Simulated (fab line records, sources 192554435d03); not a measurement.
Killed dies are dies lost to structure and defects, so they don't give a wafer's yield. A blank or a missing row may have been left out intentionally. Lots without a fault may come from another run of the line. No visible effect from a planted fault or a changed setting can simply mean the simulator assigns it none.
Chamber matching ; flow n5 finfet ; N5_BEOL_M0_SAQP_MANDREL2_REMOVE_110 on rie si-02 has 4 sister chambers
The step chemistry HBr/Cl2/O2, target a-Si, stops on SiCN, bt time 10 s. 24 wafers are shown with their chamber, then 12 later ones without.

== WAFERS, EACH WITH ITS CHAMBER ==
wafer;chamber;drypump motor current A (A);throttle valve pct (%);oes_o_777_au (a.u.)
L074.2;1;5.5;36.64;1.02
L074.3;0;5.1;36.63;1.01
L074.6;2;4.8;36.79;0.97
L076.2;0;5.2;36.63;1.01
L076.5;2;4.8;36.79;0.96
L076.6;1;5.5;36.63;1.02
L077.2;3;5.9;36.50;0.96
L077.3;1;5.6;36.65;1.02
L077.6;0;5.2;36.64;1.02
L078.2;1;5.5;36.65;1.03
L078.3;3;5.8;36.49;0.98
L078.6;2;4.8;36.78;0.96
L079.1;0;5.2;36.62;1.01
L079.2;3;5.8;36.48;0.97
L079.5;1;5.5;36.66;1.02
L080.1;2;4.8;36.78;0.97
L080.4;3;5.8;36.49;0.98
L080.5;1;5.5;36.64;1.03
L081.3;3;5.8;36.47;0.97
L081.4;0;5.2;36.63;1.01
L081.6;2;4.8;36.79;0.96
L083.1;1;5.5;36.66;1.03
L083.3;0;5.2;36.64;1.01
L083.5;2;4.8;36.80;0.97

SIGNATURES (averages over the wafers above)
reading;chamber 0;chamber 1;chamber 2;chamber 3;scatter within a chamber
drypump motor current A;5.183;5.514;4.800;5.820;0.0353
throttle valve pct;36.6317;36.6471;36.7883;36.4860;0.00956
oes_o_777_au;1.0117;1.0243;0.9650;0.9720;0.00585
Rule: distance of a wafer from a chamber = root of the sum over the readings of ((wafer's reading minus chamber's mean) / reading's scatter) squared. The wafer belongs to the nearest chamber; if the next one is less than 2 further off, it can't be placed. How the scatter is found: for the shown wafers, subtract from each reading the mean of its chamber, square and add these, divide the total by (wafers less chambers), then take the root.

== WAFERS WITH NO CHAMBER GIVEN ==
wafer;drypump motor current A (A);throttle valve pct (%);oes_o_777_au (a.u.)
L086.1;5.8;36.50;0.96
L086.3;5.5;36.65;1.02
L086.4;4.8;36.79;0.97
L089.2;5.5;36.63;1.02
L089.4;4.8;36.80;0.97
L089.5;5.5;36.64;1.02
L093.2;5.8;36.51;0.98
L093.4;5.8;36.45;0.96
L093.6;5.5;36.64;1.02
L097.1;5.8;36.48;0.97
L097.3;4.8;36.78;0.96
L097.6;4.9;36.79;0.97

== WHICH CHAMBER EACH WENT THROUGH ==
wafer;from the rows above;in truth
L086.1;3;3
L086.3;1;1
L086.4;2;2
L089.2;1;1
L089.4;2;2
L089.5;1;1
L093.2;3;3
L093.4;3;3
L093.6;1;1
L097.1;3;3
L097.3;2;2
L097.6;2;2
Placed correctly: 12 of 12. Left unplaced by these rows: 0. Number placed wrongly: 0.
